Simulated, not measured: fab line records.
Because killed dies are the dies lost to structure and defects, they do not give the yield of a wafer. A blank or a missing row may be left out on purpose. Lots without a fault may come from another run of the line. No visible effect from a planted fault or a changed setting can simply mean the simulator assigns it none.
Which tool was responsible? :: flow n5_finfet :: 24 lots with 72 wafers sampled at 5 steps, on a route of 1938 steps

== WHAT EACH GAUGE READ, for each wafer ==
N5_BEOL_M2_RS_MEAS_58: measures by four-point-probe.
lot: L074
measured: day 6 22:19
on: film_metro-01
M2_RS (ohm/sq): 0.634 0.666 0.687

lot: L075
measured: day 7 01:54
on: film_metro-02
M2_RS (ohm/sq): 0.639 0.674 0.640

lot: L076
measured: day 7 18:46
on: film_metro-01
M2_RS (ohm/sq): 0.627 0.667 0.656

lot: L079
measured: day 8 10:08
on: film_metro-01
M2_RS (ohm/sq): 0.625 0.655 0.654

lot: L077
measured: day 8 11:23
on: film_metro-01
M2_RS (ohm/sq): 0.658 0.641 0.639

lot: L080
measured: day 8 13:56
on: film_metro-01
M2_RS (ohm/sq): 0.688 0.659 0.653

lot: L078
measured: day 8 15:30
on: film_metro-01
M2_RS (ohm/sq): 0.635 0.641 0.645

lot: L081
measured: day 8 18:32
on: film_metro-01
M2_RS (ohm/sq): 0.657 0.669 0.726

lot: L082
measured: day 8 21:05
on: film_metro-02
M2_RS (ohm/sq): 0.663 0.656 0.700

lot: L083
measured: day 9 00:56
on: film_metro-01
M2_RS (ohm/sq): 0.638 0.629 0.707

lot: L084
measured: day 9 17:44
on: film_metro-01
M2_RS (ohm/sq): 0.656 0.717 0.677

lot: L085
measured: day 9 18:44
on: film_metro-02
M2_RS (ohm/sq): 0.672 0.694 0.671

lot: L086
measured: day 10 06:28
on: film_metro-01
M2_RS (ohm/sq): 0.701 0.621 0.670

lot: L087
measured: day 10 17:36
on: film_metro-02
M2_RS (ohm/sq): 0.643 0.654 0.650

lot: L088
measured: day 11 04:49
on: film_metro-02
M2_RS (ohm/sq): 0.662 0.671 0.655

lot: L089
measured: day 11 06:08
on: film_metro-01
M2_RS (ohm/sq): 0.670 0.627 0.656

lot: L090
measured: day 11 06:26
on: film_metro-01
M2_RS (ohm/sq): 0.645 0.672 0.666

lot: L092
measured: day 11 12:41
on: film_metro-01
M2_RS (ohm/sq): 0.614 0.611 0.580

lot: L091
measured: day 11 14:46
on: film_metro-01
M2_RS (ohm/sq): 0.712 0.706 0.699

lot: L093
measured: day 11 17:21
on: film_metro-01
M2_RS (ohm/sq): 0.638 0.693 0.682

lot: L094
measured: day 12 07:34
on: film_metro-02
M2_RS (ohm/sq): 0.683 0.648 0.688

lot: L095
measured: day 12 11:13
on: film_metro-01
M2_RS (ohm/sq): 0.665 0.622 0.645

lot: L097
measured: day 12 18:16
on: film_metro-02
M2_RS (ohm/sq): 0.642 0.666 0.660

lot: L096
measured: day 12 21:35
on: film_metro-02
M2_RS (ohm/sq): 0.652 0.665 0.657

N5_BEOL_M3_CD_MEAS_18: pitch 36 nm, target cd 18 nm.
lot: L074
measured: day 6 23:44
on: cd_sem-03
cd_nm (nm): 17.8 17.7 17.7

lot: L075
measured: day 7 03:34
on: cd_sem-03
cd_nm (nm): 18.2 18.4 17.8

lot: L076
measured: day 7 21:19
on: cd_sem-03
cd_nm (nm): 18.4 18.4 18.4

lot: L079
measured: day 8 14:17
on: cd_sem-02
cd_nm (nm): 18.2 18.6 17.6

lot: L077
measured: day 8 14:34
on: cd_sem-02
cd_nm (nm): 18.0 17.7 18.0

lot: L080
measured: day 8 15:26
on: cd_sem-02
cd_nm (nm): 18.6 18.1 18.1

lot: L078
measured: day 8 19:16
on: cd_sem-01
cd_nm (nm): 17.7 18.0 18.0

lot: L081
measured: day 8 21:34
on: cd_sem-02
cd_nm (nm): 17.8 17.5 17.9

lot: L082
measured: day 9 00:10
on: cd_sem-03
cd_nm (nm): 18.3 17.8 18.0

lot: L083
measured: day 9 02:15
on: cd_sem-01
cd_nm (nm): 17.9 17.9 18.2

lot: L084
measured: day 9 19:04
on: cd_sem-02
cd_nm (nm): 18.1 18.0 18.0

lot: L085
measured: day 9 21:14
on: cd_sem-01
cd_nm (nm): 17.9 18.5 18.0

lot: L086
measured: day 10 10:43
on: cd_sem-03
cd_nm (nm): 17.9 17.8 18.0

lot: L087
measured: day 10 20:25
on: cd_sem-02
cd_nm (nm): 18.2 18.3 18.4

lot: L088
measured: day 11 06:35
on: cd_sem-01
cd_nm (nm): 18.6 17.9 18.5

lot: L089
measured: day 11 08:56
on: cd_sem-03
cd_nm (nm): 18.1 18.0 18.3

lot: L090
measured: day 11 09:16
on: cd_sem-03
cd_nm (nm): 18.5 17.6 17.8

lot: L092
measured: day 11 14:50
on: cd_sem-02
cd_nm (nm): 18.2 18.1 18.2

lot: L091
measured: day 11 17:39
on: cd_sem-01
cd_nm (nm): 17.4 17.8 17.5

lot: L093
measured: day 11 18:43
on: cd_sem-02
cd_nm (nm): 18.2 18.1 18.4

lot: L094
measured: day 12 10:11
on: cd_sem-02
cd_nm (nm): 18.4 18.0 18.0

lot: L095
measured: day 12 13:40
on: cd_sem-02
cd_nm (nm): 18.0 18.0 17.9

lot: L097
measured: day 12 20:05
on: cd_sem-01
cd_nm (nm): 18.0 17.9 18.0

lot: L096
measured: day 12 22:48
on: cd_sem-01
cd_nm (nm): 17.5 18.2 18.4

== TOOL THAT RAN EACH LOT (tool first, then ch and the chambers of the sampled wafers, then the start) ==
lot: L074
N5_BEOL_M3_HM_DEP_02: pvd_sputter-03, day 6 22:32
N5_BEOL_M3_ETCH_64: rie_diel-05 ch 1,3, day 6 23:23
N5_BEOL_M3_STRIP_66: rie_diel-05 ch 1,3, day 6 23:31

lot: L075
N5_BEOL_M3_HM_DEP_02: pvd_sputter-02, day 7 02:26
N5_BEOL_M3_ETCH_64: rie_diel-06 ch 0,1, day 7 03:13
N5_BEOL_M3_STRIP_66: rie_diel-06 ch 0,1, day 7 03:20

lot: L076
N5_BEOL_M3_HM_DEP_02: pvd_sputter-03, day 7 19:31
N5_BEOL_M3_ETCH_64: rie_diel-05 ch 1,2, day 7 20:53
N5_BEOL_M3_STRIP_66: rie_diel-05 ch 1,2, day 7 21:01

lot: L079
N5_BEOL_M3_HM_DEP_02: pvd_sputter-03, day 8 13:14
N5_BEOL_M3_ETCH_64: rie_diel-06 ch 0,2,3, day 8 13:56
N5_BEOL_M3_STRIP_66: rie_diel-06 ch 0,2,3, day 8 14:04

lot: L077
N5_BEOL_M3_HM_DEP_02: pvd_sputter-03, day 8 13:37
N5_BEOL_M3_ETCH_64: rie_diel-05 ch 0,1,3, day 8 14:12
N5_BEOL_M3_STRIP_66: rie_diel-05 ch 0,1,3, day 8 14:19

lot: L080
N5_BEOL_M3_HM_DEP_02: pvd_sputter-01, day 8 14:29
N5_BEOL_M3_ETCH_64: rie_diel-06 ch 2,3, day 8 15:04
N5_BEOL_M3_STRIP_66: rie_diel-06 ch 2,3, day 8 15:12

lot: L078
N5_BEOL_M3_HM_DEP_02: pvd_sputter-03, day 8 17:13
N5_BEOL_M3_ETCH_64: rie_diel-01 ch 0,2,3, day 8 18:41
N5_BEOL_M3_STRIP_66: rie_diel-01 ch 0,2,3, day 8 18:48

lot: L081
N5_BEOL_M3_HM_DEP_02: pvd_sputter-03, day 8 20:29
N5_BEOL_M3_ETCH_64: rie_diel-05 ch 0,1, day 8 21:12
N5_BEOL_M3_STRIP_66: rie_diel-05 ch 0,1, day 8 21:20

lot: L082
N5_BEOL_M3_HM_DEP_02: pvd_sputter-01, day 8 22:09
N5_BEOL_M3_ETCH_64: rie_diel-05 ch 2,3, day 8 23:44
N5_BEOL_M3_STRIP_66: rie_diel-05 ch 2,3, day 8 23:52

lot: L083
N5_BEOL_M3_HM_DEP_02: pvd_sputter-02, day 9 01:11
N5_BEOL_M3_ETCH_64: rie_diel-06 ch 0,1,2, day 9 01:54
N5_BEOL_M3_STRIP_66: rie_diel-06 ch 0,1,2, day 9 02:01

lot: L084
N5_BEOL_M3_HM_DEP_02: pvd_sputter-02, day 9 18:04
N5_BEOL_M3_ETCH_64: rie_diel-05 ch 0,1,2, day 9 18:39
N5_BEOL_M3_STRIP_66: rie_diel-05 ch 0,1,2, day 9 18:47

lot: L085
N5_BEOL_M3_HM_DEP_02: pvd_sputter-03, day 9 20:12
N5_BEOL_M3_ETCH_64: rie_diel-05 ch 0,1,2, day 9 20:52
N5_BEOL_M3_STRIP_66: rie_diel-05 ch 0,1,2, day 9 20:59

lot: L086
N5_BEOL_M3_HM_DEP_02: pvd_sputter-01, day 10 09:32
N5_BEOL_M3_ETCH_64: rie_diel-01 ch 1,2,3, day 10 10:16
N5_BEOL_M3_STRIP_66: rie_diel-01 ch 1,2,3, day 10 10:23

lot: L087
N5_BEOL_M3_HM_DEP_02: pvd_sputter-02, day 10 19:18
N5_BEOL_M3_ETCH_64: rie_diel-01 ch 1,2, day 10 20:01
N5_BEOL_M3_STRIP_66: rie_diel-01 ch 1,2, day 10 20:09

lot: L088
N5_BEOL_M3_HM_DEP_02: pvd_sputter-01, day 11 05:38
N5_BEOL_M3_ETCH_64: rie_diel-01 ch 0,1,2, day 11 06:14
N5_BEOL_M3_STRIP_66: rie_diel-01 ch 0,1,2, day 11 06:22

lot: L089
N5_BEOL_M3_HM_DEP_02: pvd_sputter-02, day 11 07:56
N5_BEOL_M3_ETCH_64: rie_diel-01 ch 1,2, day 11 08:32
N5_BEOL_M3_STRIP_66: rie_diel-01 ch 1,2, day 11 08:40

lot: L090
N5_BEOL_M3_HM_DEP_02: pvd_sputter-02, day 11 08:07
N5_BEOL_M3_ETCH_64: rie_diel-01 ch 2,3, day 11 08:46
N5_BEOL_M3_STRIP_66: rie_diel-01 ch 2,3, day 11 08:53

lot: L092
N5_BEOL_M3_HM_DEP_02: pvd_sputter-01, day 11 13:26
N5_BEOL_M3_ETCH_64: rie_diel-01 ch 0,2,3, day 11 14:29
N5_BEOL_M3_STRIP_66: rie_diel-01 ch 0,2,3, day 11 14:37

lot: L091
N5_BEOL_M3_HM_DEP_02: pvd_sputter-02, day 11 16:35
N5_BEOL_M3_ETCH_64: rie_diel-05 ch 0,3, day 11 17:17
N5_BEOL_M3_STRIP_66: rie_diel-05 ch 0,3, day 11 17:25

lot: L093
N5_BEOL_M3_HM_DEP_02: pvd_sputter-01, day 11 17:47
N5_BEOL_M3_ETCH_64: rie_diel-05 ch 1,3, day 11 18:23
N5_BEOL_M3_STRIP_66: rie_diel-05 ch 1,3, day 11 18:30

lot: L094
N5_BEOL_M3_HM_DEP_02: pvd_sputter-01, day 12 09:06
N5_BEOL_M3_ETCH_64: rie_diel-01 ch 0,3, day 12 09:50
N5_BEOL_M3_STRIP_66: rie_diel-01 ch 0,3, day 12 09:58

lot: L095
N5_BEOL_M3_HM_DEP_02: pvd_sputter-02, day 12 12:36
N5_BEOL_M3_ETCH_64: rie_diel-05 ch 0,1,3, day 12 13:19
N5_BEOL_M3_STRIP_66: rie_diel-05 ch 0,1,3, day 12 13:26

lot: L097
N5_BEOL_M3_HM_DEP_02: pvd_sputter-02, day 12 19:07
N5_BEOL_M3_ETCH_64: rie_diel-01 ch 0,1, day 12 19:43
N5_BEOL_M3_STRIP_66: rie_diel-01 ch 0,1, day 12 19:50

lot: L096
N5_BEOL_M3_HM_DEP_02: pvd_sputter-01, day 12 21:50
N5_BEOL_M3_ETCH_64: rie_diel-06 ch 0,2,3, day 12 22:25
N5_BEOL_M3_STRIP_66: rie_diel-06 ch 0,2,3, day 12 22:33
- N5_BEOL_M3_HM_DEP_02: deposits TiN, target thk 20 nm.
- N5_BEOL_M3_ETCH_64: etches SOC in N2/H2, target depth 75 nm, overetch 15 nm, time 112.5 s.
- N5_BEOL_M3_STRIP_66: strips in CF4.

== WHAT THE TOOLS THEMSELVES READ (means of the sampled wafers that have a number; where no wafer has one, the mark that the record gives instead) ==
N5_BEOL_M3_HM_DEP_02.
lot: L074
tool: pvd_sputter-03
throttle_valve_pct (%): 29.6

lot: L075
tool: pvd_sputter-02
throttle_valve_pct (%): 30.0

lot: L076
tool: pvd_sputter-03
throttle_valve_pct (%): 29.6

lot: L079
tool: pvd_sputter-03
throttle_valve_pct (%): 30.2

lot: L077
tool: pvd_sputter-03
throttle_valve_pct (%): 30.3

lot: L080
tool: pvd_sputter-01
throttle_valve_pct (%): 28.8

lot: L078
tool: pvd_sputter-03
throttle_valve_pct (%): 30.4

lot: L081
tool: pvd_sputter-03
throttle_valve_pct (%): 28.8

lot: L082
tool: pvd_sputter-01
throttle_valve_pct (%): 30.0

lot: L083
tool: pvd_sputter-02
throttle_valve_pct (%): 30.1

lot: L084
tool: pvd_sputter-02
throttle_valve_pct (%): 30.7

lot: L085
tool: pvd_sputter-03
throttle_valve_pct (%): 30.5

lot: L086
tool: pvd_sputter-01
throttle_valve_pct (%): 30.4

lot: L087
tool: pvd_sputter-02
throttle_valve_pct (%): 30.6

lot: L088
tool: pvd_sputter-01
throttle_valve_pct (%): 30.0

lot: L089
tool: pvd_sputter-02
throttle_valve_pct (%): 29.9

lot: L090
tool: pvd_sputter-02
throttle_valve_pct (%): 31.2

lot: L092
tool: pvd_sputter-01
throttle_valve_pct (%): 29.6

lot: L091
tool: pvd_sputter-02
throttle_valve_pct (%): 29.9

lot: L093
tool: pvd_sputter-01
throttle_valve_pct (%): 30.0

lot: L094
tool: pvd_sputter-01
throttle_valve_pct (%): 31.1

lot: L095
tool: pvd_sputter-02
throttle_valve_pct (%): 30.4

lot: L097
tool: pvd_sputter-02
throttle_valve_pct (%): 30.5

lot: L096
tool: pvd_sputter-01
throttle_valve_pct (%): 29.5

N5_BEOL_M3_ETCH_64.
lot: L074
tool: rie_diel-05
drypump_motor_current_A (A): 5.9
h2_flow_sccm (sccm): 201.4
oes_product_au (a.u.): 0.58
rf_vpp_V (V): 524.3
showerhead_plenum_p_Torr (Torr): 2.57
throttle_valve_pct (%): 17.82

lot: L075
tool: rie_diel-06
drypump_motor_current_A (A): 5.2
h2_flow_sccm (sccm): 200.0
oes_product_au (a.u.): 0.60
rf_vpp_V (V): 521.8
showerhead_plenum_p_Torr (Torr): 2.45
throttle_valve_pct (%): 18.09

lot: L076
tool: rie_diel-05
drypump_motor_current_A (A): 5.8
h2_flow_sccm (sccm): 200.4
oes_product_au (a.u.): 0.55
rf_vpp_V (V): 524.3
showerhead_plenum_p_Torr (Torr): 2.55
throttle_valve_pct (%): 17.84

lot: L079
tool: rie_diel-06
drypump_motor_current_A (A): 5.9
h2_flow_sccm (sccm): 199.7
oes_product_au (a.u.): 0.58
rf_vpp_V (V): 522.4
showerhead_plenum_p_Torr (Torr): 2.49
throttle_valve_pct (%): 17.98

lot: L077
tool: rie_diel-05
drypump_motor_current_A (A): 5.8
h2_flow_sccm (sccm): 199.5
oes_product_au (a.u.): 0.58
rf_vpp_V (V): 523.4
showerhead_plenum_p_Torr (Torr): 2.50
throttle_valve_pct (%): 17.85

lot: L080
tool: rie_diel-06
drypump_motor_current_A (A): 6.3
h2_flow_sccm (sccm): 199.7
oes_product_au (a.u.): 0.61
rf_vpp_V (V): 524.1
showerhead_plenum_p_Torr (Torr): 2.55
throttle_valve_pct (%): 17.87

lot: L078
tool: rie_diel-01
drypump_motor_current_A (A): 5.9
h2_flow_sccm (sccm): 199.8
oes_product_au (a.u.): 0.60
rf_vpp_V (V): 525.6
showerhead_plenum_p_Torr (Torr): 2.58
throttle_valve_pct (%): 17.78

lot: L081
tool: rie_diel-05
drypump_motor_current_A (A): 5.9
h2_flow_sccm (sccm): 199.7
oes_product_au (a.u.): 0.58
rf_vpp_V (V): 520.7
showerhead_plenum_p_Torr (Torr): 2.42
throttle_valve_pct (%): 17.69

lot: L082
tool: rie_diel-05
drypump_motor_current_A (A): 5.7
h2_flow_sccm (sccm): 200.6
oes_product_au (a.u.): 0.56
rf_vpp_V (V): 525.2
showerhead_plenum_p_Torr (Torr): 2.63
throttle_valve_pct (%): 18.01

lot: L083
tool: rie_diel-06
drypump_motor_current_A (A): 5.7
h2_flow_sccm (sccm): 199.6
oes_product_au (a.u.): 0.59
rf_vpp_V (V): 522.6
showerhead_plenum_p_Torr (Torr): 2.49
throttle_valve_pct (%): 17.90

lot: L084
tool: rie_diel-05
drypump_motor_current_A (A): 5.7
h2_flow_sccm (sccm): 200.1
oes_product_au (a.u.): 0.56
rf_vpp_V (V): 521.5
showerhead_plenum_p_Torr (Torr): 2.48
throttle_valve_pct (%): 17.88

lot: L085
tool: rie_diel-05
drypump_motor_current_A (A): 5.7
h2_flow_sccm (sccm): 200.0
oes_product_au (a.u.): 0.56
rf_vpp_V (V): 522.3
showerhead_plenum_p_Torr (Torr): 2.48
throttle_valve_pct (%): 17.86

lot: L086
tool: rie_diel-01
drypump_motor_current_A (A): 6.2
h2_flow_sccm (sccm): 199.7
oes_product_au (a.u.): 0.59
rf_vpp_V (V): 524.3
showerhead_plenum_p_Torr (Torr): 2.57
throttle_valve_pct (%): 17.62

lot: L087
tool: rie_diel-01
drypump_motor_current_A (A): 6.3
h2_flow_sccm (sccm): 199.9
oes_product_au (a.u.): 0.59
rf_vpp_V (V): 524.1
showerhead_plenum_p_Torr (Torr): 2.57
throttle_valve_pct (%): 17.47

lot: L088
tool: rie_diel-01
drypump_motor_current_A (A): 6.1
h2_flow_sccm (sccm): 200.1
oes_product_au (a.u.): 0.60
rf_vpp_V (V): 525.5
showerhead_plenum_p_Torr (Torr): 2.58
throttle_valve_pct (%): 17.64

lot: L089
tool: rie_diel-01
drypump_motor_current_A (A): 6.3
h2_flow_sccm (sccm): 200.3
oes_product_au (a.u.): 0.58
rf_vpp_V (V): 522.1
showerhead_plenum_p_Torr (Torr): 2.50
throttle_valve_pct (%): 17.57

lot: L090
tool: rie_diel-01
drypump_motor_current_A (A): 5.9
h2_flow_sccm (sccm): 200.0
oes_product_au (a.u.): 0.56
rf_vpp_V (V): 524.7
showerhead_plenum_p_Torr (Torr): 2.56
throttle_valve_pct (%): 17.81

lot: L092
tool: rie_diel-01
drypump_motor_current_A (A): 5.9
h2_flow_sccm (sccm): 200.0
oes_product_au (a.u.): 0.59
rf_vpp_V (V): 524.9
showerhead_plenum_p_Torr (Torr): 2.58
throttle_valve_pct (%): 17.81

lot: L091
tool: rie_diel-05
drypump_motor_current_A (A): 5.7
h2_flow_sccm (sccm): 199.7
oes_product_au (a.u.): 0.56
rf_vpp_V (V): 524.5
showerhead_plenum_p_Torr (Torr): 2.56
throttle_valve_pct (%): 18.05

lot: L093
tool: rie_diel-05
drypump_motor_current_A (A): 5.9
h2_flow_sccm (sccm): 200.1
oes_product_au (a.u.): 0.55
rf_vpp_V (V): 523.6
showerhead_plenum_p_Torr (Torr): 2.55
throttle_valve_pct (%): 17.87

lot: L094
tool: rie_diel-01
drypump_motor_current_A (A): 5.6
h2_flow_sccm (sccm): 199.7
oes_product_au (a.u.): 0.61
rf_vpp_V (V): 527.2
showerhead_plenum_p_Torr (Torr): 2.66
throttle_valve_pct (%): 17.88

lot: L095
tool: rie_diel-05
drypump_motor_current_A (A): 5.8
h2_flow_sccm (sccm): 199.6
oes_product_au (a.u.): 0.56
rf_vpp_V (V): 521.9
showerhead_plenum_p_Torr (Torr): 2.49
throttle_valve_pct (%): 17.90

lot: L097
tool: rie_diel-01
drypump_motor_current_A (A): 6.0
h2_flow_sccm (sccm): 200.0
oes_product_au (a.u.): 0.60
rf_vpp_V (V): 526.5
showerhead_plenum_p_Torr (Torr): 2.65
throttle_valve_pct (%): 17.56

lot: L096
tool: rie_diel-06
drypump_motor_current_A (A): 5.8
h2_flow_sccm (sccm): 199.6
oes_product_au (a.u.): 0.63
rf_vpp_V (V): 525.4
showerhead_plenum_p_Torr (Torr): 2.58
throttle_valve_pct (%): 17.86

N5_BEOL_M3_STRIP_66.
lot: L074
tool: rie_diel-05
drypump_motor_current_A (A): 5.9
oes_product_au (a.u.): 0.72
rf_vpp_V (V): 271.1
showerhead_plenum_p_Torr (Torr): 1.82
throttle_valve_pct (%): 13.67

lot: L075
tool: rie_diel-06
drypump_motor_current_A (A): 5.2
oes_product_au (a.u.): 0.76
rf_vpp_V (V): 269.4
showerhead_plenum_p_Torr (Torr): 1.74
throttle_valve_pct (%): 13.92

lot: L076
tool: rie_diel-05
drypump_motor_current_A (A): 5.8
oes_product_au (a.u.): 0.68
rf_vpp_V (V): 269.3
showerhead_plenum_p_Torr (Torr): 1.79
throttle_valve_pct (%): 13.70

lot: L079
tool: rie_diel-06
drypump_motor_current_A (A): 5.8
oes_product_au (a.u.): 0.73
rf_vpp_V (V): 270.2
showerhead_plenum_p_Torr (Torr): 1.77
throttle_valve_pct (%): 13.80

lot: L077
tool: rie_diel-05
drypump_motor_current_A (A): 5.8
oes_product_au (a.u.): 0.72
rf_vpp_V (V): 270.6
showerhead_plenum_p_Torr (Torr): 1.77
throttle_valve_pct (%): 13.69

lot: L080
tool: rie_diel-06
drypump_motor_current_A (A): 6.3
oes_product_au (a.u.): 0.77
rf_vpp_V (V): 271.1
showerhead_plenum_p_Torr (Torr): 1.82
throttle_valve_pct (%): 13.60

lot: L078
tool: rie_diel-01
drypump_motor_current_A (A): 5.9
oes_product_au (a.u.): 0.75
rf_vpp_V (V): 271.4
showerhead_plenum_p_Torr (Torr): 1.82
throttle_valve_pct (%): 13.58

lot: L081
tool: rie_diel-05
drypump_motor_current_A (A): 5.9
oes_product_au (a.u.): 0.72
rf_vpp_V (V): 269.3
showerhead_plenum_p_Torr (Torr): 1.72
throttle_valve_pct (%): 13.60

lot: L082
tool: rie_diel-05
drypump_motor_current_A (A): 5.7
oes_product_au (a.u.): 0.70
rf_vpp_V (V): 272.5
showerhead_plenum_p_Torr (Torr): 1.86
throttle_valve_pct (%): 13.81

lot: L083
tool: rie_diel-06
drypump_motor_current_A (A): 5.7
oes_product_au (a.u.): 0.75
rf_vpp_V (V): 270.7
showerhead_plenum_p_Torr (Torr): 1.77
throttle_valve_pct (%): 13.75

lot: L084
tool: rie_diel-05
drypump_motor_current_A (A): 5.7
oes_product_au (a.u.): 0.70
rf_vpp_V (V): 269.8
showerhead_plenum_p_Torr (Torr): 1.76
throttle_valve_pct (%): 13.72

lot: L085
tool: rie_diel-05
drypump_motor_current_A (A): 5.8
oes_product_au (a.u.): 0.70
rf_vpp_V (V): 270.4
showerhead_plenum_p_Torr (Torr): 1.76
throttle_valve_pct (%): 13.72

lot: L086
tool: rie_diel-01
drypump_motor_current_A (A): 6.1
oes_product_au (a.u.): 0.73
rf_vpp_V (V): 271.5
showerhead_plenum_p_Torr (Torr): 1.80
throttle_valve_pct (%): 13.45

lot: L087
tool: rie_diel-01
drypump_motor_current_A (A): 6.3
oes_product_au (a.u.): 0.75
rf_vpp_V (V): 271.7
showerhead_plenum_p_Torr (Torr): 1.80
throttle_valve_pct (%): 13.34

lot: L088
tool: rie_diel-01
drypump_motor_current_A (A): 6.1
oes_product_au (a.u.): 0.75
rf_vpp_V (V): 271.3
showerhead_plenum_p_Torr (Torr): 1.82
throttle_valve_pct (%): 13.49

lot: L089
tool: rie_diel-01
drypump_motor_current_A (A): 6.3
oes_product_au (a.u.): 0.72
rf_vpp_V (V): 270.1
showerhead_plenum_p_Torr (Torr): 1.75
throttle_valve_pct (%): 13.45

lot: L090
tool: rie_diel-01
drypump_motor_current_A (A): 5.9
oes_product_au (a.u.): 0.71
rf_vpp_V (V): 270.8
showerhead_plenum_p_Torr (Torr): 1.80
throttle_valve_pct (%): 13.58

lot: L092
tool: rie_diel-01
drypump_motor_current_A (A): 5.8
oes_product_au (a.u.): 0.74
rf_vpp_V (V): 271.3
showerhead_plenum_p_Torr (Torr): 1.82
throttle_valve_pct (%): 13.63

lot: L091
tool: rie_diel-05
drypump_motor_current_A (A): 5.7
oes_product_au (a.u.): 0.71
rf_vpp_V (V): 272.2
showerhead_plenum_p_Torr (Torr): 1.82
throttle_valve_pct (%): 13.86

lot: L093
tool: rie_diel-05
drypump_motor_current_A (A): 5.9
oes_product_au (a.u.): 0.69
rf_vpp_V (V): 270.3
showerhead_plenum_p_Torr (Torr): 1.81
throttle_valve_pct (%): 13.76

lot: L094
tool: rie_diel-01
drypump_motor_current_A (A): 5.6
oes_product_au (a.u.): 0.76
rf_vpp_V (V): 272.9
showerhead_plenum_p_Torr (Torr): 1.88
throttle_valve_pct (%): 13.68

lot: L095
tool: rie_diel-05
drypump_motor_current_A (A): 5.8
oes_product_au (a.u.): 0.70
rf_vpp_V (V): 271.1
showerhead_plenum_p_Torr (Torr): 1.77
throttle_valve_pct (%): 13.76

lot: L097
tool: rie_diel-01
drypump_motor_current_A (A): 6.0
oes_product_au (a.u.): 0.76
rf_vpp_V (V): 272.2
showerhead_plenum_p_Torr (Torr): 1.86
throttle_valve_pct (%): 13.42

lot: L096
tool: rie_diel-06
drypump_motor_current_A (A): 5.8
oes_product_au (a.u.): 0.79
rf_vpp_V (V): 271.5
showerhead_plenum_p_Torr (Torr): 1.83
throttle_valve_pct (%): 13.66

== THE ANSWER, worked out from the rows above alone ==
Rule: the lots themselves supply what counts as usual. The widest of any qualifying gaps counts: lots, ordered by their means at a reading, are off when they make up no more than a third of the lots, leave a main group of 4 or more, and stand apart from it by 3 or more times the standard deviation of that group's means. If all means in a main group match to the digits the tables above print for the reading, that group is not used. Also off: a lot with no number at a reading for which 4 or more lots have one. Any other lot the step has rows for is counted as sound. Order of review: gauges by route order, followed by the tools' own readings, for which a lot's mean as printed above is used. At the first step where some lot is off, the reading lying furthest off is the one used; lots without a number count as furthest.
Across all readings shown, no lot is off: no conclusion can be drawn from this.

== WHAT HAD BEEN PUT IN BY THE SIMULATOR ==
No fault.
